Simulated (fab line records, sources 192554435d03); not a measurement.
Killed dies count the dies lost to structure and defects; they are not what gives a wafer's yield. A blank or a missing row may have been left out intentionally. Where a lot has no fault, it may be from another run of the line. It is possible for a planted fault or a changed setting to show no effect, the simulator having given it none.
fab line records	flow n5-finfet	part 1 of 2: steps 1 to 20 of 27
[record] lots = 5	wafers = 15	last-day = 15
route steps=1938 shown BEOL_M3@960
lots that met no fault: taken from a fault-free run of the same line
start-h: the number of hours between the record's first day and the start of the first shown wafer of the lot	wait-h: hours elapsed since this lot's preceding step	" as in the row above	L1.1+2: one row covering several wafers at once	- no value, or no start given	* or withheld: withheld	< > ~ a bound
route shown NAME@n: names a module that has steps shown in the file, with the first one's number in the route	usual: mean and standard deviation over wafers with no fault	same: alike in all rows	chamber/n: place in a boat	sites: readings site by site	_std_site: standard deviation across them	_edge_site: the outer-site mean with the inner-site mean subtracted	radius-mm: for every site, how far away it sits from the centre of the wafer	mask NAME#n: copy n	behind: tool/chamber where the wafer was last shaped	hold: what put the lot on hold/how long, in hours/how the hold closed	device: transistor that didn't switch, given as n, p or np	end of line: the same wafers' tests at the end of the route	step lacking rows: just its recipe	killed: not the wafer's yield, but the dies lost to structure and defects at the first sort	map: a wafer's dies, marking killed ones x, the rest . and places with no die _
set.NAME: the run value of the setting; set.NAME@STEP: its run value at that earlier step	model.NAME: the simulator's own value behind a step, which no gauge read
lots at selected steps of the route; one table per step, one row per wafer
services: a tool's chamber out of use, with start hour (start-h, from the record's first day; less than 0 if before it), hours out, and reason
[[steps]]
[step N5_BEOL_M3_COAT_22]
[recipe] resist = CAR-EUV	spin-rpm = 1500	resist-thk-nm = 30
lot.wafer	tool	chamber	start-h	wait-h
L075.1+2+3	litho-track-01	0	-	-
L079.2+4+5	litho-track-05	0	-	-
L084.1+4+5	litho-track-05	0	-	-
L085.1+3+4	litho-track-05	0	-	-
L086.2+4+6	litho-track-05	0	-	-
[step N5_BEOL_M3_EBR_24]
[recipe] solvent = PGMEA	ebr-width-mm = 1.5
lot.wafer	tool	chamber	start-h	wait-h
L075.1+2+3	litho-track-01	0	-	-
L079.2+4+5	litho-track-05	0	-	-
L084.1+4+5	litho-track-05	0	-	-
L085.1+3+4	litho-track-05	0	-	-
L086.2+4+6	litho-track-05	0	-	-
[step N5_BEOL_M3_SOFTBAKE_23]
[recipe] temp-c = 110	time-s = 60	resist = CAR-EUV
lot.wafer	tool	chamber	start-h	wait-h
L075.1+2+3	litho-track-01	0	-	-
L079.2+4+5	litho-track-05	0	-	-
L084.1+4+5	litho-track-05	0	-	-
L085.1+3+4	litho-track-05	0	-	-
L086.2+4+6	litho-track-05	0	-	-
[step N5_BEOL_M3_EXPOSE_25]
[recipe] mask-id = V2	na = 0.33	source-shape = quasar	sigma-inner = 0.2	sigma-outer = 0.8	polarization = unpolarized	defocus-nm = 5	dose-mj = 63
lot.wafer	tool	chamber	start-h	wait-h	mask
L075.1+2+3	euv-scanner-02	0	156.92	-	V2#0
L079.2+4+5	euv-scanner-01	0	175.78	-	V2#0
L084.1+4+5	euv-scanner-02	0	203.02	-	V2#0
L085.1+3+4	euv-scanner-02	0	212.53	-	V2#0
L086.2+4+6	euv-scanner-01	0	213.88	-	V2#0
[step N5_BEOL_M3_PEB_26]
[recipe] peb-temp-c = 100	peb-time-s = 60	resist = CAR-EUV
lot.wafer	tool	chamber	start-h	wait-h
L075.1+2+3	litho-track-05	0	156.99	0.1
L079.2+4+5	litho-track-05	0	175.85	0.1
L084.1+4+5	litho-track-05	0	203.10	0.1
L085.1+3+4	litho-track-01	0	212.61	0.1
L086.2+4+6	litho-track-05	0	213.95	0.1
[step N5_BEOL_M3_DEVELOP_27]
[recipe] develop-time-s = 30	developer = TMAH	resist = CAR-EUV	rinse-liquid = surfactant-rinse	dry = air-spin	dev-temp-c = 23
lot.wafer	tool	chamber	start-h	wait-h
L075.1+2+3	litho-track-05	0	-	-
L079.2+4+5	litho-track-05	0	-	-
L084.1+4+5	litho-track-05	0	-	-
L085.1+3+4	litho-track-01	0	-	-
L086.2+4+6	litho-track-05	0	-	-
[step N5_BEOL_M3_CD_MEAS_28]
[recipe] target-cd-nm = 25.7	landing-energy-ev = 500	detector = se-inlens	target-cd-y-nm = 23.3	polarity = opening
[usual] cd-nm = 25.66/0.26
lot.wafer	tool	chamber	start-h	wait-h	cd-nm
L075.1	cd-sem-03	0	157.06	-	25.67
L075.2	"	0	"	"	25.85
L075.3	"	0	"	"	26.17
L079.2	cd-sem-02	0	175.92	-	25.35
L079.4	"	0	"	"	25.39
L079.5	"	0	"	"	26.12
L084.1	cd-sem-01	0	203.17	-	25.82
L084.4	"	0	"	"	25.79
L084.5	"	0	"	"	25.70
L085.1	cd-sem-02	0	212.67	-	25.89
L085.3	"	0	"	"	25.68
L085.4	"	0	"	"	26.00
L086.2	cd-sem-02	0	214.01	-	25.54
L086.4	"	0	"	"	25.83
L086.6	"	0	"	"	26.25
[step N5_BEOL_M3_OVL_MEAS_29]
[recipe] points-per-wafer = 522
[usual] V2_OVL = -0.4/0.62
lot.wafer	tool	chamber	start-h	wait-h	V2_OVL[nm]
L075.1	overlay-01	0	157.09	0.0	-0.6
L075.2	"	0	"	"	-1.1
L075.3	"	0	"	"	0.0
L079.2	overlay-02	0	175.95	0.0	0.1
L079.4	"	0	"	"	-0.1
L079.5	"	0	"	"	-1.4
L084.1	overlay-01	0	203.20	0.0	0.3
L084.4	"	0	"	"	0.2
L084.5	"	0	"	"	0.3
L085.1	overlay-02	0	212.70	0.0	0.0
L085.3	"	0	"	"	0.2
L085.4	"	0	"	"	0.4
L086.2	overlay-02	0	214.05	0.0	-0.2
L086.4	"	0	"	"	-0.5
L086.6	"	0	"	"	-0.4
[step N5_BEOL_M3_INSPECT_30]
[recipe] mode = adi	inspect-instrument = brightfield
[usual] raw-defect-count = 371/69
lot.wafer	tool	chamber	start-h	wait-h	raw-defect-count
L075.1	defect-inspect-02	-	157.15	0.1	394
L075.2	"	-	"	"	404
L075.3	"	-	"	"	318
L079.2	defect-inspect-02	-	176.00	0.0	292
L079.4	"	-	"	"	405
L079.5	"	-	"	"	360
L084.1	defect-inspect-01	-	203.26	0.1	336
L084.4	"	-	"	"	304
L084.5	"	-	"	"	369
L085.1	defect-inspect-01	-	212.76	0.1	255
L085.3	"	-	"	"	388
L085.4	"	-	"	"	392
L086.2	defect-inspect-01	-	214.10	0.0	381
L086.4	"	-	"	"	339
L086.6	"	-	"	"	469
[step N5_BEOL_M3_DESCUM_33]
[recipe] chemistry = O2	time-s = 7	source-power-w = 50	bias-power-w = 20	pressure-mtorr = 20	rf-frequency-hz = 2.712e+07	temp-c = 40	resist = CAR-EUV	o2-flow-sccm = 225
[usual] bias-power-w = 20.00/0.058	drypump-motor-current-A = 5.7/0.58	oes-product-au = 0.79/0.092	rf-vpp-V = 243.1/1.2	showerhead-plenum-p-Torr = 2.09/0.061	temp-c = 40.00/0.098	throttle-valve-pct = 20.4/0.32
lot.wafer	tool	chamber	start-h	wait-h	bias-power-w	drypump-motor-current-A	oes-product-au	rf-hours-counter-h	rf-vpp-V	showerhead-plenum-p-Torr	temp-c	throttle-valve-pct
L075.1	rie-diel-01	1	157.47	0.3	20.06	5.2	0.71	201	242.8	2.07	39.96	20.7
L075.2	"	2	"	"	19.96	6.1	0.99	8	243.0	2.03	39.91	19.8
L075.3	"	3	"	"	20.03	6.4	0.89	49	243.5	2.04	39.88	20.3
L079.2	rie-diel-03	0	176.04	0.0	20.04	5.0	0.85	66	242.9	2.12	40.10	20.0
L079.4	"	2	"	"	19.93	5.5	0.69	223	241.4	2.00	39.99	20.8
L079.5	"	3	"	"	20.02	6.2	0.72	-	245.5	2.17	40.11	20.5
L084.1	rie-diel-03	0	203.52	0.3	20.02	5.0	0.84	74	243.0	2.12	40.10	20.0
L084.4	"	2	"	"	20.02	5.5	0.68	230	241.5	2.00	40.03	20.8
L084.5	"	3	"	"	20.04	6.2	0.71	-	243.6	2.17	39.88	20.5
L085.1	rie-diel-01	3	212.80	0.0	20.01	6.4	0.87	66	242.9	2.04	39.97	20.3
L085.3	"	2	"	"	20.11	6.1	0.93	26	242.9	2.02	40.08	19.8
L085.4	"	1	"	"	19.97	5.2	0.70	219	243.3	2.06	40.08	20.8
L086.2	rie-diel-03	3	214.14	0.0	19.99	6.2	0.71	212	244.5	2.17	40.10	20.5
L086.4	"	2	"	"	19.99	5.5	0.67	234	241.6	2.00	39.96	20.8
L086.6	"	2	"	"	19.99	5.5	0.68	-	243.0	2.00	39.94	20.8
[step N5_BEOL_M3_ETCH_77]
[recipe] chemistry = N2/H2	target = underlayer	target-depth-a = 65	mask-material = CAR-EUV	time-s = 5.2	ion-energy-ev = 200	pressure-mtorr = 30	source-w = 840	bias-w = 150	n2-flow-sccm = 200	h2-flow-sccm = 200	ends = cleared
[usual] drypump-motor-current-A = 5.7/0.58	etch-rf-on-time-s = 5.21/0.13	oes-product-au = 0.67/0.079	rf-vpp-V = 523.7/2.5	showerhead-plenum-p-Torr = 2.54/0.073	throttle-valve-pct = 17.81/0.27
lot.wafer	tool	chamber	start-h	wait-h	drypump-motor-current-A	etch-rf-on-time-s	oes-product-au	rf-hours-counter-h	rf-vpp-V	showerhead-plenum-p-Torr	throttle-valve-pct
L075.1	rie-diel-01	1	157.51	0.0	5.2	5.23	0.61	201	525.0	2.52	18.17
L075.2	"	2	"	"	6.1	5.03	0.86	8	522.3	2.51	17.50
L075.3	"	3	"	"	6.3	5.25	0.74	50	522.5	2.49	17.68
L079.2	rie-diel-03	0	176.07	0.0	5.0	5.10	0.73	66	525.8	2.58	17.38
L079.4	"	2	"	"	5.5	5.38	0.58	223	518.3	2.40	18.00
L079.5	"	3	"	"	6.2	5.23	0.62	-	524.2	2.62	17.69
L084.1	rie-diel-03	0	203.55	0.0	5.1	5.13	0.72	74	524.7	2.57	17.41
L084.4	"	2	"	"	5.5	5.40	0.58	230	520.5	2.40	18.02
L084.5	"	3	"	"	6.3	5.30	0.61	-	528.0	2.62	17.69
L085.1	rie-diel-01	3	212.83	0.0	6.4	5.23	0.72	66	519.9	2.48	17.68
L085.3	"	2	"	"	6.1	5.01	0.80	26	523.7	2.51	17.53
L085.4	"	1	"	"	5.2	5.20	0.60	219	523.8	2.51	18.22
L086.2	rie-diel-03	3	214.17	0.0	6.2	5.31	0.60	212	524.5	2.62	17.73
L086.4	"	2	"	"	5.5	5.38	0.58	234	517.8	2.40	18.03
L086.6	"	2	"	"	5.5	5.42	0.57	-	517.5	2.40	18.03
[step N5_BEOL_M3_ETCH_69]
[recipe] chemistry = CF4	target = SiARC	target-depth-a = 156	mask-material = CAR-EUV	time-s = 26	ion-energy-ev = 80	pressure-mtorr = 40	source-w = 545	bias-w = 36	Ar_flow_sccm = 100	cf4-flow-sccm = 100	ends = cleared
[usual] drypump-motor-current-A = 5.7/0.58	etch-rf-on-time-s = 26.3/0.75	oes-product-au = 0.67/0.079	rf-vpp-V = 184.0/1.1	showerhead-plenum-p-Torr = 2.14/0.062	throttle-valve-pct = 15.60/0.26
lot.wafer	tool	chamber	start-h	wait-h	drypump-motor-current-A	etch-rf-on-time-s	oes-product-au	rf-hours-counter-h	rf-vpp-V	showerhead-plenum-p-Torr	throttle-valve-pct
L075.1	rie-diel-01	1	157.53	0.0	5.2	26.2	0.60	201	185.8	2.11	15.88
L075.2	"	2	"	"	6.1	25.0	0.84	8	184.3	2.10	15.16
L075.3	"	3	"	"	6.4	26.4	0.74	50	184.2	2.10	15.40
L079.2	rie-diel-03	0	176.09	0.0	5.0	25.9	0.73	66	184.4	2.17	15.16
L079.4	"	2	"	"	5.5	26.8	0.59	223	183.6	2.04	15.87
L079.5	"	3	"	"	6.3	26.7	0.61	-	185.4	2.22	15.69
L084.1	rie-diel-03	0	203.57	0.0	5.0	26.3	0.73	74	183.9	2.17	15.19
L084.4	"	2	"	"	5.5	27.5	0.57	230	183.1	2.04	15.88
L084.5	"	3	"	"	6.2	27.4	0.60	-	184.5	2.22	15.71
L085.1	rie-diel-01	3	212.85	0.0	6.4	26.3	0.73	66	182.8	2.09	15.45
L085.3	"	2	"	"	6.1	24.7	0.81	26	183.4	2.10	15.18
L085.4	"	1	"	"	5.2	25.7	0.60	219	184.2	2.10	15.94
L086.2	rie-diel-03	3	214.19	0.0	6.3	26.9	0.60	212	183.8	2.22	15.73
L086.4	"	2	"	"	5.5	27.1	0.58	234	182.5	2.04	15.87
L086.6	"	2	"	"	5.5	27.0	0.58	-	182.2	2.04	15.88
[step N5_BEOL_M3_ALD_98]
[recipe] material = SiO2	target-thk-a = 25	temp-c = 100	ald-precursor-family = BDEAS	ald-co-reactant = O2-plasma	pulse-time-s = 1	co-reactant-pulse-time-s = 1	purge-time-s = 2	co-reactant-purge-time-s = 2	ald-cycles = 17	pressure-torr = 2
[usual] heater-power-w = 79/6.7	precursor-pulse-height-rel = 1.001/0.021	susceptor-temp-C = 99.99/0.14
lot.wafer	tool	chamber	start-h	wait-h	heater-power-w	precursor-pulse-height-rel	susceptor-temp-C
L075.1	ald-sin-01	2	157.61	0.1	76	0.975	100.08
L075.2	"	3	"	"	82	1.026	99.92
L075.3	"	1	"	"	75	0.970	100.00
L079.2	ald-sin-04	3	176.17	0.1	87	1.023	100.17
L079.4	"	1	"	"	78	1.036	99.87
L079.5	"	2	"	"	77	1.006	99.86
L084.1	ald-sin-04	3	203.65	0.1	86	0.999	100.31
L084.4	"	2	"	"	78	0.985	100.19
L084.5	"	2	"	"	78	0.984	100.15
L085.1	ald-sin-01	1	212.93	0.1	74	1.008	100.07
L085.3	"	2	"	"	77	0.974	100.08
L085.4	"	0	"	"	77	0.985	99.81
L086.2	ald-sin-01	0	214.27	0.1	78	1.021	99.71
L086.4	"	2	"	"	77	0.999	100.14
L086.6	"	2	"	"	77	1.035	100.05
[step N5_BEOL_M3_ETCHBACK_99]
[recipe] chemistry = CHF3	target = SiO2	target-depth-a = 50	time-s = 10.4	source-w = 215	bias-w = 47	Ar_flow_sccm = 200	CHF3_flow_sccm = 12	ion-energy-ev = 100	pressure-mtorr = 30
[usual] drypump-motor-current-A = 5.8/0.61	oes-product-au = 0.80/0.091	rf-vpp-V = 243/5.3	showerhead-plenum-p-Torr = 2.14/0.062	throttle-valve-pct = 17.10/0.28
lot.wafer	tool	chamber	start-h	wait-h	drypump-motor-current-A	oes-product-au	rf-hours-counter-h	rf-vpp-V	showerhead-plenum-p-Torr	throttle-valve-pct
L075.1	rie-diel-04	0	161.85	4.2	5.7	0.67	239	240	2.21	17.65
L075.2	"	3	"	"	6.6	0.73	182	245	2.05	17.35
L075.3	"	2	"	"	5.7	0.89	15	255	2.23	17.18
L079.2	rie-diel-03	1	177.71	1.5	5.3	0.77	170	245	2.17	17.03
L079.4	"	3	"	"	6.2	0.72	202	249	2.24	17.14
L079.5	"	3	"	"	6.3	0.71	-	248	2.24	17.14
L084.1	rie-diel-03	3	211.27	7.6	6.2	0.71	212	247	2.24	17.16
L084.4	"	1	"	"	5.3	0.75	179	245	2.16	17.06
L084.5	"	2	"	"	5.5	0.68	-	245	2.05	17.36
L085.1	rie-diel-01	2	214.32	1.3	6.2	0.95	26	239	2.09	16.56
L085.3	"	3	"	"	6.4	0.86	66	244	2.11	17.02
L085.4	"	1	"	"	5.2	0.71	219	235	2.10	17.34
L086.2	rie-diel-01	0	218.13	3.8	4.8	0.87	56	237	2.18	16.89
L086.4	"	1	"	"	5.2	0.70	221	235	2.10	17.35
L086.6	"	1	"	"	5.2	0.70	-	235	2.10	17.35
[step N5_BEOL_M3_ETCH_70]
[recipe] chemistry = N2/H2	target = SOC	target-depth-a = 800	overetch-a = 160	mask-material = SiARC	temp-c = 40	time-s = 120	ion-energy-ev = 200	pressure-mtorr = 30	source-w = 840	bias-w = 150	n2-flow-sccm = 200	h2-flow-sccm = 200
[usual] drypump-motor-current-A = 5.8/0.61	oes-product-au = 0.61/0.064	rf-vpp-V = 523.3/2	showerhead-plenum-p-Torr = 2.53/0.068	temp-c = 40.01/0.11	throttle-valve-pct = 17.83/0.28
lot.wafer	tool	chamber	start-h	wait-h	drypump-motor-current-A	oes-product-au	rf-hours-counter-h	rf-vpp-V	showerhead-plenum-p-Torr	temp-c	throttle-valve-pct
L075.1	rie-diel-04	0	161.88	0.0	5.8	0.52	239	526.3	2.62	40.17	18.44
L075.2	"	3	"	"	6.7	0.56	182	521.2	2.43	40.16	18.11
L075.3	"	2	"	"	5.7	0.69	15	526.0	2.62	40.04	18.01
L079.2	rie-diel-03	1	177.74	0.0	5.3	0.58	170	523.6	2.54	40.29	17.68
L079.4	"	3	"	"	6.3	0.55	202	527.2	2.62	40.01	17.69
L079.5	"	3	"	"	6.3	0.56	-	527.8	2.62	39.93	17.67
L084.1	rie-diel-03	3	211.31	0.0	6.2	0.55	212	526.4	2.62	39.81	17.69
L084.4	"	1	"	"	5.3	0.57	179	522.2	2.53	39.85	17.71
L084.5	"	2	"	"	5.5	0.53	-	520.9	2.40	39.93	17.98
L085.1	rie-diel-01	2	214.36	0.0	6.1	0.71	26	521.2	2.51	40.14	17.49
L085.3	"	3	"	"	6.4	0.65	67	522.4	2.48	40.10	17.67
L085.4	"	1	"	"	5.2	0.54	219	522.2	2.51	39.90	18.18
L086.2	rie-diel-01	0	218.17	0.0	4.7	0.66	56	524.3	2.57	40.13	17.54
L086.4	"	1	"	"	5.2	0.54	221	522.3	2.51	40.09	18.18
L086.6	"	1	"	"	5.2	0.53	-	523.1	2.51	40.21	18.17
[step N5_BEOL_M3_STRIP_71]
[recipe] chemistry = N2/H2	temp-c = 40	n2-flow-sccm = 200	h2-flow-sccm = 200	rf-frequency-hz = 6e+07
lot.wafer	tool	chamber	start-h	wait-h
L075.1+2+3	rie-diel-04	0,3,2	161.96	0.0
L079.2+4+5	rie-diel-03	1,3,3	177.82	0.0
L084.1+4+5	rie-diel-03	3,1,2	211.39	0.0
L085.1+3+4	rie-diel-01	2,3,1	214.44	0.0
L086.2+4+6	rie-diel-01	0,1,1	218.25	0.0
[step N5_BEOL_M3_STRIP_78]
[recipe] chemistry = N2/H2	temp-c = 40	n2-flow-sccm = 200	h2-flow-sccm = 200	rf-frequency-hz = 6e+07
lot.wafer	tool	chamber	start-h	wait-h
L075.1+2+3	rie-diel-04	0,3,2	161.97	0.0
L079.2+4+5	rie-diel-03	1,3,3	177.83	0.0
L084.1+4+5	rie-diel-03	3,1,2	211.40	0.0
L085.1+3+4	rie-diel-01	2,3,1	214.45	0.0
L086.2+4+6	rie-diel-01	0,1,1	218.26	0.0
[step N5_BEOL_M3_VIA_ETCH_34]
[recipe] chemistry = C4F6/O2	target-depth-a = 694	mask-material = SOC	pressure-mtorr = 15	ion-energy-ev = 250	taper-deg = 4	time-s = 65.9	source-w = 350	bias-w = 170	Ar_flow_sccm = 300	C4F6_flow_sccm = 10	O2_flow_sccm = 10
[usual] drypump-motor-current-A = 5.8/0.61	oes-product-au = 0.80/0.091	rf-vpp-V = 672/14	showerhead-plenum-p-Torr = 2.83/0.079	throttle-valve-pct = 30.8/0.38
lot.wafer	tool	chamber	start-h	wait-h	drypump-motor-current-A	oes-product-au	rf-hours-counter-h	rf-vpp-V	showerhead-plenum-p-Torr	throttle-valve-pct
L075.1	rie-diel-04	0	161.98	0.0	5.7	0.67	239	666	2.91	31.3
L075.2	"	3	"	"	6.6	0.72	182	678	2.72	31.0
L075.3	"	2	"	"	5.7	0.89	15	700	2.94	31.3
L079.2	rie-diel-03	1	177.84	0.0	5.3	0.76	170	678	2.86	30.9
L079.4	"	3	"	"	6.3	0.72	202	684	2.95	30.7
L079.5	"	3	"	"	6.2	0.72	-	686	2.95	30.7
L084.1	rie-diel-03	3	211.41	0.0	6.3	0.71	212	684	2.95	30.7
L084.4	"	1	"	"	5.3	0.75	179	678	2.85	30.9
L084.5	"	2	"	"	5.5	0.67	-	681	2.71	31.2
L085.1	rie-diel-01	2	214.46	0.0	6.1	0.94	26	662	2.76	30.0
L085.3	"	3	"	"	6.4	0.85	67	675	2.80	30.9
L085.4	"	1	"	"	5.2	0.71	219	649	2.78	30.8
L086.2	rie-diel-01	0	218.27	0.0	4.8	0.87	56	654	2.88	30.6
L086.4	"	1	"	"	5.2	0.70	221	648	2.78	30.8
L086.6	"	1	"	"	5.2	0.70	-	647	2.78	30.8
[step N5_BEOL_M3_STRIP_83]
[recipe] chemistry = C4F6/O2	resist = SiARC	rf-frequency-hz = 6e+07
lot.wafer	tool	chamber	start-h	wait-h
L075.1+2+3	rie-diel-04	0,3,2	162.03	0.0
L079.2+4+5	rie-diel-03	1,3,3	177.90	0.0
L084.1+4+5	rie-diel-03	3,1,2	211.46	0.0
L085.1+3+4	rie-diel-01	2,3,1	214.51	0.0
L086.2+4+6	rie-diel-01	0,1,1	218.32	0.0
[step N5_BEOL_M3_STRIP_36]
[recipe] chemistry = N2/H2	power-w = 450	temp-c = 40	pressure-mtorr = 20	rf-frequency-hz = 6e+07	overash-fraction = 0.3	bias-power-w = 7	h2-frac = 0.5	n2-flow-sccm = 200	h2-flow-sccm = 200
[usual] bias-power-w = 7.000/0.02	drypump-motor-current-A = 5.8/0.61	oes-product-au = 0.80/0.091	rf-vpp-V = 59.0/1.5	showerhead-plenum-p-Torr = 2.52/0.068	temp-c = 39.99/0.11	throttle-valve-pct = 23.7/0.31
lot.wafer	tool	chamber	start-h	wait-h	bias-power-w	drypump-motor-current-A	oes-product-au	rf-hours-counter-h	rf-vpp-V	showerhead-plenum-p-Torr	temp-c	throttle-valve-pct
L075.1	rie-diel-04	0	162.04	0.0	7.003	5.8	0.66	239	59.6	2.62	40.02	24.2
L075.2	"	3	"	"	6.992	6.7	0.72	182	61.9	2.43	40.05	23.9
L075.3	"	2	"	"	6.990	5.7	0.91	15	57.6	2.61	39.92	24.1
L079.2	rie-diel-03	1	177.91	0.0	7.004	5.3	0.76	170	59.4	2.53	40.14	23.5
L079.4	"	3	"	"	7.000	6.3	0.72	202	57.5	2.62	40.10	23.3
L079.5	"	3	"	"	6.979	6.3	0.73	-	60.1	2.62	40.11	23.3
L084.1	rie-diel-03	3	211.47	0.0	7.020	6.3	0.71	212	58.2	2.61	40.11	23.3
L084.4	"	1	"	"	7.017	5.3	0.75	179	56.1	2.53	40.14	23.5
L084.5	"	2	"	"	6.996	5.5	0.68	-	58.8	2.39	40.04	23.8
L085.1	rie-diel-01	2	214.52	0.0	6.992	6.1	0.93	26	58.8	2.50	39.88	23.3
L085.3	"	3	"	"	6.991	6.4	0.86	67	57.0	2.47	39.95	23.5
L085.4	"	1	"	"	6.995	5.2	0.70	220	59.1	2.51	39.77	24.0
L086.2	rie-diel-01	0	218.33	0.0	7.044	4.8	0.89	56	58.9	2.57	40.10	23.3
L086.4	"	1	"	"	6.970	5.2	0.71	221	59.8	2.51	40.13	24.0
L086.6	"	1	"	"	6.993	5.2	0.71	-	60.3	2.51	39.94	23.9
